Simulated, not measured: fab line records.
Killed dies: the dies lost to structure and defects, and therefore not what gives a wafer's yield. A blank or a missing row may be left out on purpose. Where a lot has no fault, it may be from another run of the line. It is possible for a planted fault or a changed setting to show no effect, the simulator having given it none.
Which tool did it?	flow nandHarc	12 lots, 36 wafers sampled, at 5 steps of a route of 1302

## WHAT THE GAUGES READ, wafer by wafer
NHARC_P_ZERO_WELL_CD_MEAS_37: target cd 720 nm. Usual: 719.3 nm for cdNm, sd 1.7.
lot	measured	on	cdNm (nm)	flag
L413	day 2 00:14	cdSem-02	716.5 717.9 716.3	
L418	day 4 02:07	cdSem-01	716.1 719.7 719.9	
L421	day 5 08:16	cdSem-01	717.3 716.7 717.4	
L422	day 5 17:55	cdSem-02	718.3 719.4 721.5	
L423	day 6 04:15	cdSem-01	720.5 718.0 720.3	
L424	day 6 14:22	cdSem-03	721.9 722.7 722.2	
L425	day 7 00:13	cdSem-02	716.7 717.7 718.2	
L426	day 7 11:40	cdSem-01	722.7 719.0 722.7	
L427	day 7 20:05	cdSem-02	718.6 718.5 717.6	
L433	day 10 09:47	cdSem-03	710.8 712.4 711.4	OFF
L434	day 10 17:59	cdSem-01	713.3 714.6 713.0	OFF
L435	day 11 03:59	cdSem-01	720.6 719.5 718.3	

NHARC_P_ZERO_WELL_CD_MEAS_52: target cd 2000 nm. Usual: 1999.6 nm for cdNm, sd 1.8.
lot	measured	on	cdNm (nm)	flag
L413	day 2 01:53	cdSem-01	1999.8 1998.5 1998.2	
L418	day 4 03:46	cdSem-03	1998.8 1998.4 2000.3	
L421	day 5 09:54	cdSem-02	2001.8 1997.2 1999.4	
L422	day 5 19:32	cdSem-03	1999.2 2000.0 1998.3	
L423	day 6 05:56	cdSem-01	1997.0 1997.8 1995.2	
L424	day 6 16:00	cdSem-02	1998.3 1998.8 2000.3	
L425	day 7 01:54	cdSem-03	1998.2 1997.6 1999.5	
L426	day 7 13:11	cdSem-01	1996.7 1998.3 1996.2	
L427	day 7 21:37	cdSem-01	2000.4 2002.4 1997.7	
L433	day 10 11:25	cdSem-02	2003.7 2003.2 2002.3	
L434	day 10 19:29	cdSem-01	1999.3 2001.8 1998.3	
L435	day 11 05:32	cdSem-03	2000.6 2000.6 2000.3	

NHARC_P_STI_OCD_MEAS_17. Usual: trenchDepthNm 299 nm, standard deviation 4.5; trenchFootCdNm 158.1 nm, standard deviation 2.7.
lot	measured	on	trenchDepthNm (nm)	trenchFootCdNm (nm)	flag
L413	day 2 21:18	ocd-02	299 297 299	157.8 154.5 158.4	
L418	day 4 22:28	ocd-02	294 298 304	162.4 162.6 160.2	
L421	day 6 05:18	ocd-02	296 299 298	158.9 153.0 154.9	
L422	day 6 15:13	ocd-01	294 293 298	157.6 154.5 156.3	
L423	day 7 02:16	ocd-02	298 298 299	161.1 161.2 157.9	
L424	day 7 11:16	ocd-01	298 297 296	157.3 160.0 160.8	
L425	day 7 23:26	ocd-01	299 295 300	158.3 155.8 162.9	
L426	day 8 07:42	ocd-02	297 299 294	154.3 154.4 152.4	
L427	day 8 16:01	ocd-02	301 297 303	156.2 158.8 153.7	
L433	day 11 08:19	ocd-02	298 301 295	155.4 150.9 156.7	
L434	day 11 13:10	ocd-01	302 298 296	159.0 160.7 158.9	
L435	day 11 22:49	ocd-02	296 301 303	162.2 158.2 157.7	

## WHAT TOOL EACH LOT RAN ON (gives the tool, then ch and the chambers of the sampled wafers, and finally the start)
lot	NHARC_P_ZERO_WELL_DESCUM_26	NHARC_P_ZERO_WELL_PEB_35
L413	rieDiel-09 ch 0,1,3, day 1 22:53	lithoTrack-03 ch 0, day 2 00:08
L418	rieDiel-05 ch 0,2, day 4 00:46	lithoTrack-07 ch 0, day 4 02:02
L421	rieDiel-01 ch 0,3, day 5 06:47	lithoTrack-05 ch 0, day 5 08:10
L422	rieDiel-05 ch 0,1,3, day 5 16:34	lithoTrack-07 ch 0, day 5 17:49
L423	rieDiel-01 ch 0,1,3, day 6 02:47	lithoTrack-03 ch 0, day 6 04:10
L424	rieDiel-01 ch 1,2,3, day 6 13:01	lithoTrack-07 ch 0, day 6 14:16
L425	rieDiel-09 ch 0,3, day 6 22:44	lithoTrack-03 ch 0, day 7 00:08
L426	rieDiel-09 ch 0,1,3, day 7 10:19	lithoTrack-07 ch 0, day 7 11:34
L427	rieDiel-09 ch 0,1,3, day 7 18:44	lithoTrack-05 ch 0, day 7 20:00
L433	rieDiel-01 ch 0,1,2, day 10 08:27	lithoTrack-03 ch 0, day 10 09:41
L434	rieDiel-09 ch 0,1,3, day 10 16:39	lithoTrack-03 ch 0, day 10 17:53
L435	rieDiel-01 ch 0,1, day 11 02:38	lithoTrack-05 ch 0, day 11 03:54
- NHARC_P_ZERO_WELL_DESCUM_26: chemistry O2, time 3 s.
- NHARC_P_ZERO_WELL_PEB_35: peb time 85 s.

## WHAT THE TOOLS THEMSELVES READ (means of the sampled wafers that have a number; where no wafer has one, the mark that the record gives instead)
NHARC_P_ZERO_WELL_DESCUM_26. Usual: drypumpMotorCurrentA 5.8 A, standard deviation 0.42; oesProductAu 1.001 a.u., standard deviation 0.0097; rfVppV 57.8 V, standard deviation 0.95; showerheadPlenumPTorr 1.94 Torr, standard deviation 0.092; throttleValvePct 11.312 %, standard deviation 0.0094.
lot	tool	drypumpMotorCurrentA (A)	oesProductAu (a.u.)	rfVppV (V)	showerheadPlenumPTorr (Torr)	throttleValvePct (%)	flag
L413	rieDiel-09	6.0	1.004	57.9	1.93	11.310	
L418	rieDiel-05	5.6	1.002	57.4	1.99	11.306	
L421	rieDiel-01	5.9	0.997	58.8	1.92	11.305	
L422	rieDiel-05	5.3	1.013	57.8	1.94	11.301	
L423	rieDiel-01	5.7	0.995	58.4	1.90	11.327	
L424	rieDiel-01	5.8	0.996	58.0	1.90	11.315	
L425	rieDiel-09	6.0	1.001	56.9	1.91	11.308	
L426	rieDiel-09	6.0	0.989	58.7	2.02	11.305	
L427	rieDiel-09	6.0	0.996	58.3	2.02	11.310	
L433	rieDiel-01	5.9	0.985	57.7	1.85	11.319	
L434	rieDiel-09	6.0	0.997	58.8	2.02	11.310	
L435	rieDiel-01	5.7	1.002	57.0	1.85	11.322	

NHARC_P_ZERO_WELL_PEB_35. Usual: heaterPowerTotalW 164.01 W, standard deviation 0.27; plateTempC 117.99 C, standard deviation 0.12.
lot	tool	heaterPowerTotalW (W)	plateTempC (C)	flag
L413	lithoTrack-03	164.08	118.00	
L418	lithoTrack-07	163.97	118.07	
L421	lithoTrack-05	163.81	117.93	
L422	lithoTrack-07	164.03	117.97	
L423	lithoTrack-03	164.06	118.02	
L424	lithoTrack-07	164.07	118.05	
L425	lithoTrack-03	164.17	117.93	
L426	lithoTrack-07	164.24	117.94	
L427	lithoTrack-05	163.82	117.93	
L433	lithoTrack-03	157.80	114.50	OFF
L434	lithoTrack-03	157.63	114.68	OFF
L435	lithoTrack-05	163.84	117.98	

## THE ANSWER, worked out from the rows above alone
Rule: a lot is off if the mean of its wafers that have a number lies more than 3 standard deviations from the usual mean. A lot without any number at a reading at which 4 lots or more have one is off too. Where the step has rows for the other lots, those lots are counted as sound. Order of review: gauges by route order, followed by the tools' own readings, for which a lot's mean as printed above is used. At the first step where some lot is off, the reading lying furthest off is the one used; lots without a number count as furthest.
Off at NHARC_P_ZERO_WELL_CD_MEAS_37 (cdNm): L433, L434.
A tool fits if, at a process step before that reading, it ran every lot that is off, and no sound lot after the first of them. Not tried: the gauges at NHARC_P_ZERO_WELL_CD_MEAS_37; whatever is off there is also off at NHARC_P_ZERO_WELL_PEB_35, on other tools, and gauge error can't account for it. One fits: NHARC_P_ZERO_WELL_PEB_35 on lithoTrack-03. Its last sound lot is L425 (day 7 00:08), its first lot that is off L433 (day 10 09:41): a fault that began between those two fits.
The tool's own readings at NHARC_P_ZERO_WELL_PEB_35 bear it out: on the lots that are off they differ by more than 5 times the standard deviation of the sound lots' means. heaterPowerTotalW reads 157.72 W there against 164.01 W on the sound lots; plateTempC reads 114.59 C there against 117.98 C on the sound lots.

## WHAT THE SIMULATOR HAD INSERTED
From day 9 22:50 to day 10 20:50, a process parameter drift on lithoTrack-03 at NHARC_P_ZERO_WELL_PEB_35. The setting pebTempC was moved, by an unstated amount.
Struck lots among those shown: L433, L434. The rule above reached the same finding.
